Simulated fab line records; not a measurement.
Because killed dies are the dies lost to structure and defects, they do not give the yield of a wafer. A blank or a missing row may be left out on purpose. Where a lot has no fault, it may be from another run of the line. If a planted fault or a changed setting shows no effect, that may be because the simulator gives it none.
Chamber matching | flow nand harc | NHARC_A_CONTACT_DEP_58 on pecvd-04 has 3 sister chambers
The step deposits SiON, target thk 90 nm. 3 wafers are shown with their chamber, then 9 later ones without.

## WAFERS WITH THEIR CHAMBER
wafer  | chamber | heater power w (W)
L133.6 | 2       | 835
L132.4 | 0       | 864
L132.5 | 1       | 839

## WAFERS MISSING THEIR CHAMBER
wafer  | heater power w (W)
L134.3 | 798
L134.5 | 804
L134.6 | 812
L135.1 | 795
L135.2 | 902
L135.5 | 796
L136.3 | 852
L136.4 | 849
L136.5 | 742

## WHICH CHAMBER EACH WENT THROUGH
wafer  | from the rows above          | in truth
L134.3 | can't be placed: 2 or 1 or 0 | 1
L134.5 | can't be placed: 2 or 1 or 0 | 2
L134.6 | can't be placed: 2 or 1 or 0 | 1
L135.1 | can't be placed: 2 or 1 or 0 | 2
L135.2 | can't be placed: 0 or 1 or 2 | 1
L135.5 | can't be placed: 2 or 1 or 0 | 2
L136.3 | can't be placed: 0 or 1 or 2 | 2
L136.4 | can't be placed: 1 or 2 or 0 | 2
L136.5 | can't be placed: 2 or 1 or 0 | 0
Correctly placed: 0 of 9. Can't be placed from these rows: 9 (the true chamber is among the candidates in 9). 0 placed wrongly.
How it was worked out, from the rows above alone: a wafer's distance from a chamber is the root of the sum, over the readings, of the square of ((its reading less the chamber's mean) divided by the reading's scatter). The wafer belongs to the nearest chamber; if the next one is less than 2 further off, it can't be placed. A chamber's mean is the mean of its shown wafers. The scatter: root of mean squared gap, hidden wafer to nearest shown wafer, with one shown wafer a chamber.
